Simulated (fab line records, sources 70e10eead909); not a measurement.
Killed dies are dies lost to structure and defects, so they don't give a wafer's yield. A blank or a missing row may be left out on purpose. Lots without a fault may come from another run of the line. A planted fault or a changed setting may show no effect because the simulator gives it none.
Chamber matching | flow nand_harc | NHARC_A_CONTACT_DESCUM_13 on rie_diel-04: 4 sister chambers
The step chemistry O2, time 3 s. 18 wafers are shown with their chamber, then 9 later ones without.

WAFERS WITH THEIR CHAMBER
wafer  | chamber | showerhead_plenum_p_Torr (Torr) | drypump_motor_current_A (A) | oes_product_au (a.u.)
L075.1 | 1       | 1.96                            | 5.7                         | 0.999
L075.2 | 3       | 1.89                            | 5.7                         | 0.995
L075.4 | 2       | 1.91                            | 6.1                         | 1.007
L077.1 | 2       | 1.91                            | 6.2                         | 1.002
L077.3 | 3       | 1.89                            | 5.8                         | 1.000
L077.6 | 2       | 1.91                            | 6.2                         | 0.996
L078.3 | 1       | 1.96                            | 5.6                         | 1.014
L078.4 | 2       | 1.91                            | 6.1                         | 1.011
L078.5 | 3       | 1.88                            | 5.8                         | 1.012
L082.2 | 3       | 1.88                            | 5.8                         | 1.022
L082.3 | 0       | 1.92                            | 5.6                         | 0.982
L082.5 | 1       | 1.96                            | 5.7                         | 1.001
L080.1 | 0       | 1.92                            | 5.6                         | 0.989
L080.5 | 3       | 1.88                            | 5.8                         | 1.024
L080.6 | 0       | 1.92                            | 5.6                         | 0.992
L089.1 | 3       | 1.88                            | 5.8                         | 1.014
L089.3 | 2       | 1.91                            | 6.2                         | 0.998
L089.6 | 3       | 1.88                            | 5.8                         | 1.007

SIGNATURES (means of the wafers above)
reading                  | chamber 0 | chamber 1 | chamber 2 | chamber 3 | scatter within a chamber
showerhead_plenum_p_Torr | 1.9200    | 1.9600    | 1.9100    | 1.8829    | 0.00319
drypump_motor_current_A  | 5.600     | 5.667     | 6.160     | 5.786     | 0.0441
oes_product_au           | 0.98767   | 1.00467   | 1.00280   | 1.01057   | 0.00859
Rule: a wafer's distance from a chamber is the root of the sum, over the readings, of the square of ((its reading less the chamber's mean) divided by the reading's scatter). The wafer belongs to the nearest chamber; if the next one is less than 2 further off, it can't be placed. The scatter: the root of (the sum of the squares of (reading less its chamber's mean) over the shown wafers, divided by (wafers less chambers)).

WAFERS WITHOUT THEIR CHAMBER
wafer  | showerhead_plenum_p_Torr (Torr) | drypump_motor_current_A (A) | oes_product_au (a.u.)
L091.1 | 1.95                            | 5.6                         | 0.997
L091.3 | 1.90                            | 6.2                         | 0.991
L091.4 | 1.92                            | 5.6                         | 0.986
L092.2 | 1.91                            | 5.5                         | 0.991
L092.4 | 1.90                            | 6.1                         | 1.009
L092.5 | 1.91                            | 5.5                         | 1.003
L094.3 | 1.91                            | 5.6                         | 0.981
L094.4 | 1.95                            | 5.6                         | 0.987
L094.5 | 1.91                            | 5.6                         | 0.984

WHICH CHAMBER EACH WENT THROUGH
wafer  | from the rows above | in truth
L091.1 | 1                   | 1
L091.3 | 2                   | 2
L091.4 | 0                   | 0
L092.2 | 0                   | 0
L092.4 | 2                   | 2
L092.5 | 0                   | 0
L094.3 | 0                   | 0
L094.4 | 1                   | 1
L094.5 | 0                   | 0
Placed correctly: 9 of 9. Can't be placed from these rows: 0. Placed wrongly: 0.
